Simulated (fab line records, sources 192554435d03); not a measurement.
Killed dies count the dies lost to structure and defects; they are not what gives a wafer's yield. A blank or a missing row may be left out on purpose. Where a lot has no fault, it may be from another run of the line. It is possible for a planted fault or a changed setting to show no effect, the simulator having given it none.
A struck lot beside a sound one ; flow n5 finfet ; 15 out of 1938 route steps
Sound: the wafers L986.1, L986.2, L986.5. Struck: wafer L102.4; the same lot's L102.1 was not struck, so it is left out; see the end for the cause.
For every step that has rows: the tool of each side, followed by ch and its chambers, followed by its first start. Under that, the readings that differ: sound wafers ; struck wafers ; difference of the means ; sigmas: that difference in standard deviations of wafers without a fault.
alike: readings whose means differ by less than 2 such deviations, and words and numbers that are the same on both sides. not compared: withheld readings, readings that some wafer has no value for, bounds like >300 that may hide the same value, and numbers for which the record gives no deviation and whose values overlap.
A row with sigmas, a row that says differs or no value, or rows on one side alone: a step with any of these is where the two part. When numbers do not overlap yet have no deviation, they are printed without sigmas and do not part them. A reading missing from all wafers of one side parts the sides only when that side holds two or more wafers.

first, 1 step without rows for these wafers: N5_BEOL_M7_TRENCH_ETCH_37 (etches SiCOH lowk in C4F6/O2, target depth 93.478 nm, time 31.2 s).
N5_BEOL_M7_ETCH_41: etches SiCN in CH3F/O2, target depth 31.9 nm, time 57.8 s.
  sound on rie diel-01 ch 0,2,3; struck on rie diel-04 ch 3
  alike: drypump motor current A, mfc ar sccm, oes product au, rf vpp V, showerhead plenum p Torr, throttle valve pct
  not compared: rf hours counter h
then, 1 step without rows for these wafers: N5_BEOL_M7_STRIP_80 (strips in N2/H2, time 10 s).
N5_BEOL_M7_OCD_MEAS_38:
  struck on ocd-01, day 13 11:59; sound on ocd-02, day 8 22:13
  alike: trench depth nm
then, 4 steps without rows for these wafers: N5_BEOL_M7_HM_STRIP_39 (strips TiN in peroxide tin strip, target depth 25 nm, time 158 s); N5_BEOL_M7_SRD_40 (time 30 s); N5_BEOL_M7_PRECLEAN_42 (cleans in residue remover, time 60 s); N5_BEOL_M7_SRD_43 (time 30 s).
N5_BEOL_M7_CD_MEAS_35 targets a cd of 40 nm.
  struck on cd sem-03, day 13 12:09; sound on cd sem-03, day 8 22:23
  alike: cd nm
N5_BEOL_M7_CURE_75: cures SiCOH lowk, time 120 s.
  sound on uv cure-01 ch 2, day 8 22:25; struck on uv cure-03 ch 2, day 13 12:11
reading;sound;struck;difference;sigmas
wafer_temp_C_max;372.6 373.0 373.1;371.1;-1.8;-3
  alike: lamp power pct
N5_BEOL_M7_DEGAS_44: time 60 s.
  struck on pvd sputter-02, day 13 13:01; sound on pvd sputter-03, day 8 22:51
  alike: heater power w
N5_BEOL_M7_PRE_CLEAN_45: time 30 s.
  struck on pvd sputter-02, day 13 13:03; sound on pvd sputter-03, day 8 22:53
  alike: heater power w
N5_BEOL_M7_ALD_77: deposits TaN, target thk 2 nm, pulse time 2 s, purge time 3 s.
  sound on ald metal-01 ch 0,3, day 8 22:57; struck on ald metal-02 ch 3, day 13 13:20
reading;sound;struck;difference;sigmas
ald cycles;40 40 40;51;+11;
model.TaN_of_BEOL_M7_ALD_77.thk nm (nm);2 2 2;2.6;+0.6;
  alike: heater power w
N5_BEOL_M7_SURFACE_TREAT_79:
  struck on pvd sputter-03, day 13 13:42; sound on pvd sputter-02, day 8 23:18
  not compared: throttle valve pct
after that, 1 step had no rows for these wafers: N5_PASSIVATION_PROBE_49.

WHERE THEY PART
Only at N5_BEOL_M7_CURE_75, as far as this record shows. Later steps at which nothing parts them and some readings are alike: N5_BEOL_M7_DEGAS_44, N5_BEOL_M7_PRE_CLEAN_45, N5_BEOL_M7_ALD_77.

WHY: whatever the simulator had introduced
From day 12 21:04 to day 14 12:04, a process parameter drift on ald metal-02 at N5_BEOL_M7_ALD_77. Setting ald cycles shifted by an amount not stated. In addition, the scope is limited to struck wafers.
